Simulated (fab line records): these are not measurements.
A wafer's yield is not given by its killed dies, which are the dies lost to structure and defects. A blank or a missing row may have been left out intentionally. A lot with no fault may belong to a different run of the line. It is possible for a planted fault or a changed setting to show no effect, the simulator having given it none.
Comparing a struck lot with a sound one + flow n5Finfet + 44 out of 1938 route steps
Sound: these wafers, L587.1, L587.4, L587.6. Struck: wafer L592.5. (L592.6 of the same lot was not struck and is left out.) The cause comes at the end.
Per side, at each step with rows, come the tool, then ch with its chambers, and then its first start. Under that, the readings that differ: sound wafers + struck wafers + difference of the means + sigmas: that difference in standard deviations of wafers without a fault.
alike: same words and numbers on both sides, and readings whose means sit less than 2 such deviations apart. not compared: any withheld reading, any reading some wafer has no value for, any bound like >300 that may hide the same value, and any number with overlapping values for which the record gives no deviation.
Wherever a step has rows on one side only, a row that says differs or no value, or a row with sigmas, the two part there. When numbers do not overlap yet have no deviation, they are printed without sigmas and do not part them. A reading that every wafer of one side lacks parts them only if that side has two wafers or more.

first, 4 steps without rows for these wafers: N5_STI_FIN_REVEAL_ALD_14 (deposits Si3N4, target thk 3 nm); N5_STI_FIN_REVEAL_FCVD_FILL_01 (material SiO2 flowable, target thk 312 nm, time 512.2 s); N5_STI_FIN_REVEAL_DENSIFY_02 (time 1800 s); N5_STI_FIN_REVEAL_CMP_04 (polishes, stops on Si3N4, t overpolish 4 s, target thk 131.83 nm).
N5_STI_FIN_REVEAL_THK_MEAS_05:
  sound: filmMetro-02 at day 5 22:41; struck: filmMetro-01 at day 7 03:24
  alike: thkNm
N5_STI_FIN_REVEAL_DENSIFY_30:
  sound on rtpAnneal-02 ch 0, day 5 22:44; struck on rtpAnneal-02 ch 0, day 7 03:32
  alike: lampPowerPct, lamp_zone_5_pct, lamp_zone_6_pct
  not compared: wafer_temp_C_max
then, 1 step without rows for these wafers: N5_STI_FIN_REVEAL_ETCHBACK_08 (etches SiO2 in C4F6/O2, target depth 30.5 nm, time 10.167 s).
N5_STI_FIN_REVEAL_STRIP_24: strips in N2/H2, time 90 s.
  sound on rieDiel-01 ch 0,2,3, day 5 23:06; struck on rieDiel-05 ch 1, day 7 03:47
  alike: drypumpMotorCurrentA, oesProductAu, rfVppV, showerheadPlenumPTorr, throttleValvePct
  not compared: rfHoursCounterH
then, 4 steps without rows for these wafers: N5_STI_FIN_REVEAL_PRECLEAN_25 (cleans in SPM, time 90 s); N5_STI_FIN_REVEAL_PRECLEAN_26 (cleans in SC1, time 45 s); N5_STI_FIN_REVEAL_PRECLEAN_29 (cleans in DHF, time 30 s); N5_STI_FIN_REVEAL_SRD_12 (time 30 s).
N5_STI_FIN_REVEAL_RECESS_09: chemistry HF/NH3, target SiO2, afs cycles 11, target depth 42.5 nm, sublimation time 60 s.
  sound on vaporEtch-01 ch 0, day 5 23:19; struck on vaporEtch-01 ch 1, day 7 05:01
  alike: drypumpMotorCurrentA
then, 2 steps without rows for these wafers: N5_STI_FIN_REVEAL_STRIP_16 (strips SiNx in H3PO4, target depth 23.8 nm); N5_STI_FIN_REVEAL_PRECLEAN_17 (cleans in NF3:NH3, afs cycles 1, time 20 s, sublimation time 60 s).
N5_STI_FIN_REVEAL_ETCH_34: etches Si in H2, material Si, target depth 0.97 nm.
  sound on rieSi-06 ch 0,1,2, day 6 01:24; struck on rieSi-06 ch 2, day 7 06:04
| reading             | sound             | struck | difference | sigmas |
|---------------------|-------------------|--------|------------|--------|
| oesProductAu (a.u.) | 1.035 1.023 0.980 | 0.967  | -0.046     | -3     |
  alike: drypumpMotorCurrentA, throttleValvePct
  not compared: rfHoursCounterH
N5_STI_FIN_REVEAL_OXIDATION_31: chemistry O2 PLASMA REMOTE, time 20 s.
  sound on plasmaAsher-01 ch 0,1, day 6 01:28; struck on plasmaAsher-01 ch 0, day 7 06:09
  alike: drypumpMotorCurrentA, heaterPowerW
  not compared: rfHoursCounterH
then, 6 steps without rows for these wafers: N5_STI_FIN_REVEAL_PRECLEAN_32 (cleans in NF3:NH3, afs cycles 1, time 20 s, sublimation time 60 s); N5_STI_FIN_REVEAL_STRIP_35 (strips Si3N4 in H3PO4, target depth 4 nm, time 39 s); N5_STI_FIN_REVEAL_SRD_21 (time 30 s); N5_STI_FIN_REVEAL_OXIDATION_33 (chemistry O2 PLASMA REMOTE, time 20 s); N5_STI_FIN_REVEAL_CLEAN_19 (cleans in O3/DIW, time 120 s); N5_STI_FIN_REVEAL_SRD_23 (time 30 s).
N5_STI_FIN_REVEAL_CD_MEAS_22: target cd 6.238 nm, pitch 28 nm.
  sound: cdSem-01 at day 6 01:59; struck: cdSem-01 at day 7 06:38
  alike: cdNm
N5_STI_FIN_REVEAL_FIN_H_MEAS_10:
  sound: ocd-02 at day 6 02:01; struck: ocd-01 at day 7 06:40
| reading            | sound          | struck | difference | sigmas |
|--------------------|----------------|--------|------------|--------|
| trenchDepthNm (nm) | 50.6 51.1 51.0 | 57.0   | +6.1       | +7     |
then, 2 steps without rows for these wafers: N5_STI_FIN_REVEAL_PRECLEAN_18 (cleans in SC2, time 45 s); N5_STI_FIN_REVEAL_SRD_28 (time 30 s).
N5_STI_FIN_REVEAL_INSPECT_13: inspects for defects (darkfield).
  sound: defectInspect-02 at day 6 02:06; struck: defectInspect-02 at day 7 06:46
  alike: rawDefectCount
then, 2 steps without rows for these wafers: N5_DUMMY_GATE_PRECLEAN_00 (cleans in O3/DIW, time 60 s); N5_DUMMY_GATE_SRD_01 (time 30 s).
N5_DUMMY_GATE_ALD_02: deposits SiO2, target thk 2 nm, pulse time 1 s.
  sound on aldSin-03 ch 0,3, day 6 02:31; struck on aldSin-04 ch 1, day 7 06:53
  alike: heaterPowerW, precursorPulseHeightRel
  not compared: sinceWetCleanH
then, 4 steps without rows for these wafers: N5_DUMMY_GATE_CVD_03 (deposits a-Si from SiH4, target thk 150 nm, time 8042 s); N5_DUMMY_GATE_PRECLEAN_46 (cleans in DIW, time 89.5 s); N5_DUMMY_GATE_SRD_47 (dry time 32 s); N5_DUMMY_GATE_CMP_04 (polishes a-Si).
N5_DUMMY_GATE_THK_MEAS_05:
  sound: filmMetro-01 at day 6 06:38; struck: filmMetro-02 at day 7 10:56
  alike: thkNm
then, 6 steps without rows for these wafers: N5_DUMMY_GATE_HM_DEP_06 (deposits SiNx from DCS/NH3, target thk 80 nm, time 5141 s); N5_DUMMY_GATE_PECVD_30 (deposits SiO2 from TEOS/O2, target thk 55 nm, time 10.8 s); N5_DUMMY_GATE_COAT_34 (time 60 s, resist thk 60 nm); N5_DUMMY_GATE_COAT_35 (time 60 s, resist thk 10 nm); N5_DUMMY_GATE_COAT_28 (time 60 s, resist thk 10 nm); N5_DUMMY_GATE_COAT_09 (resist thk 30 nm).
-- here the record skips 6 days between the struck wafers' starts before and after, leaving off in module DUMMY_GATE and picking up in module BEOL_M4 (first step shown: number 1111 of the route) --
N5_BEOL_M4_RC_MEAS_101:
  sound on prober-02 ch 0, day 12 10:39; struck on prober-02 ch 0, day 13 19:43
| reading       | sound       | struck | difference | sigmas |
|---------------|-------------|--------|------------|--------|
| ION_N (uA/um) | 690 680 682 | 717    | +33        | +3     |
| ION_P (uA/um) | 460 451 465 | 494    | +35        | +5     |
  alike: DIBL_N, DIBL_P, IOFF_N, IOFF_P, SS_N, SS_P, VT_N, VT_P
then, 1 step without rows for these wafers: N5_PASSIVATION_PROBE_49.

== WHERE THEY PART ==
First at N5_STI_FIN_REVEAL_ETCH_34; last, within this record, at N5_BEOL_M4_RC_MEAS_101.

WHY: what had been put in by the simulator
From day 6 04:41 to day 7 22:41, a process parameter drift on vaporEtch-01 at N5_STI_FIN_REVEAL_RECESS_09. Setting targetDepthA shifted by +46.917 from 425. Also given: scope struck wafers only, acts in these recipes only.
